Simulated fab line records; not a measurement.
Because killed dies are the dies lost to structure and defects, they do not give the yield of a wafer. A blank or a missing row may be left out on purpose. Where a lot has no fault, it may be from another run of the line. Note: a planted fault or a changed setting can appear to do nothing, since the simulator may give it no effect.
Chamber matching -- flow n5 finfet -- 3 sister chambers for N5_BEOL_M4_PECVD_72 on pecvd-04
The step deposits SiO2 from TEOS/O2, target thk 16 nm, time 18 s. 14 wafers are shown with their chamber, then 7 later ones without.

WAFERS, EACH WITH ITS CHAMBER
wafer,chamber,showerhead plenum p Torr (Torr),throttle valve pct (%),heater power w (W)
L081.1,2,8.71,22.9,699
L081.3,1,8.83,22.5,700
L081.6,1,8.82,22.5,710
L087.3,1,8.81,22.1,853
L087.5,1,8.84,22.1,858
L087.6,0,8.73,23.0,637
L089.1,0,8.74,23.0,659
L089.2,1,8.86,22.2,870
L089.3,2,8.73,23.3,706
L093.2,1,8.83,22.2,741
L093.3,0,8.74,23.3,656
L093.4,0,8.75,23.1,651
L092.1,1,8.81,22.5,832
L092.2,0,8.75,23.1,588

SIGNATURES (means of the wafers above)
reading,chamber 0,chamber 1,chamber 2,scatter within a chamber
showerhead plenum p Torr,8.7420,8.8286,8.7200,0.0147
throttle valve pct,23.100,22.300,23.100,0.181
heater power w,638.20,794.86,702.50,58
Rule: a wafer's distance from a chamber is the root of the sum, over the readings, of the square of ((its reading less the chamber's mean) divided by the reading's scatter). If the next closest chamber is less than 2 further off than the closest, the wafer can't be placed; otherwise it belongs to the closest. The scatter: take each reading less its chamber's mean, square it, sum over the shown wafers, divide by the number of wafers less the number of chambers, and take the root.

WAFERS WHOSE CHAMBER IS MISSING
wafer,showerhead plenum p Torr (Torr),throttle valve pct (%),heater power w (W)
L092.4,8.84,22.1,855
L094.3,8.72,23.2,674
L094.4,8.71,23.0,704
L094.6,8.84,22.2,827
L097.2,8.74,23.2,590
L097.4,8.82,22.3,719
L097.6,8.74,23.4,582

THE CHAMBER EACH PASSED THROUGH
wafer,from the rows above,in truth
L092.4,1,1
L094.3,can't be placed: 2 or 0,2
L094.4,can't be placed: 2 or 0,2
L094.6,1,1
L097.2,can't be placed: 0 or 2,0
L097.4,1,1
L097.6,can't be placed: 0 or 2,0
Correctly placed: 3 of 7. Cannot be placed on the basis of these rows: 4; the candidates contain the true chamber in 4. Placed wrongly: 0.
